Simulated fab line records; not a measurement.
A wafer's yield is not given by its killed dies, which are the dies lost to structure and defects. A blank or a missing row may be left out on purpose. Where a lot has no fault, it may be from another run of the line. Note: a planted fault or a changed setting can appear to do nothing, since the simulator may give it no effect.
Lot-split experiment	flow n5 finfet	on a route of 1938 steps: 7 lots, 21 wafers read

## ON THE SPLIT
At N5_MIM_TOP_LITHO_DEVELOP_07 (develop time 60 s), the setting develop time s was moved away from the recipe's 60 s on 7 of the 21 wafers read, by -17.6% to +7.1%. This setting was run at the recipe's value on the other wafers.

## FROM THE SPLIT ON TO THE READING: in between, the file shows 1 step
- N5_MIM_TOP_LITHO_HARDBAKE_09: time 120 s

## THE READING
Shown in nm: cd nm at N5_MIM_TOP_LITHO_CD_MEAS_08, with target cd 2000 nm. On this fab line, fault-free wafers typically give 1999.9 nm with a standard deviation of 1.2 nm.

wafer	tool, chamber at the split	develop time s as run, s	against the recipe	cd nm, nm	against lot-mates on the recipe
L076.1	litho track-02, 0	60	recipe	1999.4	-
L076.3	litho track-02, 0	60	recipe	1998.5	-
L076.5	litho track-02, 0	60	recipe	1997.6	-
L086.1	litho track-03, 0	49.45	-17.6%	2003.5	+4.5
L086.2	litho track-03, 0	49.45	-17.6%	2004.1	+5.1
L086.3	litho track-03, 0	60	recipe	1999.0	-
L085.3	litho track-04, 0	60	recipe	2000.7	-
L085.4	litho track-04, 0	60	recipe	2001.3	-
L085.6	litho track-04, 0	60	recipe	1999.4	-
L090.3	litho track-03, 0	60	recipe	1996.8	-
L090.4	litho track-03, 0	60	recipe	1998.5	-
L090.5	litho track-03, 0	49.72	-17.1%	2002.1	+4.4
L092.2	litho track-02, 0	64.27	+7.1%	2000.2	-1.1
L092.3	litho track-02, 0	64.27	+7.1%	1998.0	-3.3
L092.6	litho track-02, 0	60	recipe	2001.3	-
L095.4	litho track-03, 0	60	recipe	1998.5	-
L095.5	litho track-03, 0	60	recipe	1998.8	-
L095.6	litho track-03, 0	60	recipe	1998.4	-
L097.1	litho track-02, 0	51.37	-14.4%	2003.7	+1.8
L097.4	litho track-02, 0	51.37	-14.4%	2003.3	+1.4
L097.5	litho track-02, 0	60	recipe	2001.9	-

FIT RESULTS
A straight line over all 21 wafers: cd nm changes by -0.22 nm for each +1% of develop time s; r = -0.78; the points scatter about the line by 1.4 nm.
The same after taking each lot's own level away (the mean of its wafers on the recipe; 21 wafers): -0.232 nm for each +1%; r = -0.90; scatter 0.9 nm.
The reading moves by 4.1 nm for the largest change in develop time s, on that fit.
The lots' own levels span 1997.65 to 2001.90 nm, that is 3.5 times the standard deviation above.
So the lot-to-lot level blurs the effect unless lot-mates are compared.
Check: with one of the wafers moved furthest among these (-17.6%) left out of the fit, the line predicts +3.8 nm for it against its lot-mates. It came out at +4.5 nm against them.

## THESE WAFERS: OTHER SPLITS
Note: prior to the reading, these wafers also went through further splits. Each is held against what the fit with the lots' levels taken away leaves over:
other split on the same wafers	wafers away from the commonest value	r with cd nm (lot level and that fit taken away)
N5_BEOL_M11_COAT_22 spin rpm	6	+0.25
N5_BEOL_M12_COAT_22 spin rpm	5	-0.18
N5_BEOL_M12_ETCH_67 source w	6	-0.41
N5_BEOL_M13_DEP_53 time s	6	+0.23
N5_BEOL_M14_PEB_08 peb time s	7	+0.13
N5_BEOL_M14_EXPOSE_25 dose mj	5	+0.16

## FILE'S OWN FIT
cd nm changes by -0.231 nm for each +1% of develop time s, r = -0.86.
